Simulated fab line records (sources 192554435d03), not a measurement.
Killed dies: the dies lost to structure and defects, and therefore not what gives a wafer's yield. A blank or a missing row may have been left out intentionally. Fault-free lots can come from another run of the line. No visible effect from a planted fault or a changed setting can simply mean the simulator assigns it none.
One fault through the eyes of 2 desks    flow n5Finfet    every desk sees just its own numbers, and what lay behind them comes last

== THE METROLOGY DESK ==
Means of the sampled wafers that have a number, per lot and without regard to the tool the lot ran on: this is what the gauges read. If a lot's mean is further than 4 standard deviations from the usual mean, the lot is out of limits and carries the mark OUT (the distance appears in the brackets).
Columns: A = M14_THK at N5_BEOL_M14_THK_MEAS_50, usual 565 nm; B = M14_RS at N5_BEOL_M14_RS_MEAS_54, usual 0.0330 ohm/sq
lot   first seen here  A    B
L930  day 11 08:01     555  0.0337
L931  day 12 19:23     554  0.0337
L934  day 13 02:55     595  0.0313
L936  day 13 15:44     565  0.0330
L948  day 16 12:26     572  0.0325
L950  day 16 18:31     546  0.0344
This desk's finding: nothing out of limits on any of the 6 lots.

== FOR THE TOOL OWNER'S DESK: pecvd-03 ==
The tool's own readings at N5_BEOL_M14_DEP_53 (deposits SiCN from 3MS/NH3, target thk 50 nm, time 17.8 s): means of the sampled wafers that have a number, for each lot that ran on this tool. If a lot's mean is further than 4 standard deviations from the usual mean, the lot is out of limits and carries the mark OUT (the distance appears in the brackets).
Columns: A = chamberPressureTorr at N5_BEOL_M14_DEP_53, usual 3.000 Torr; B = showerheadPlenumPTorr at N5_BEOL_M14_DEP_53, usual 4.165 Torr; C = throttleValvePct at N5_BEOL_M14_DEP_53, usual 18.3 %
lot   first seen here  A      B      C
L930  day 11 08:04     2.995  4.162  17.6
L931  day 12 19:27     2.992  4.153  18.1
L934  day 13 02:58     3.006  4.152  17.8
L936  day 13 15:49     3.000  4.162  17.8
This desk's finding: nothing out of limits on any of the 4 lots.

== PUT TOGETHER ==
Metrology desk: nothing out of limits seen.
The tool owner's desk saw nothing out of limits.

== WHAT THE SIMULATOR HAD INSERTED ==
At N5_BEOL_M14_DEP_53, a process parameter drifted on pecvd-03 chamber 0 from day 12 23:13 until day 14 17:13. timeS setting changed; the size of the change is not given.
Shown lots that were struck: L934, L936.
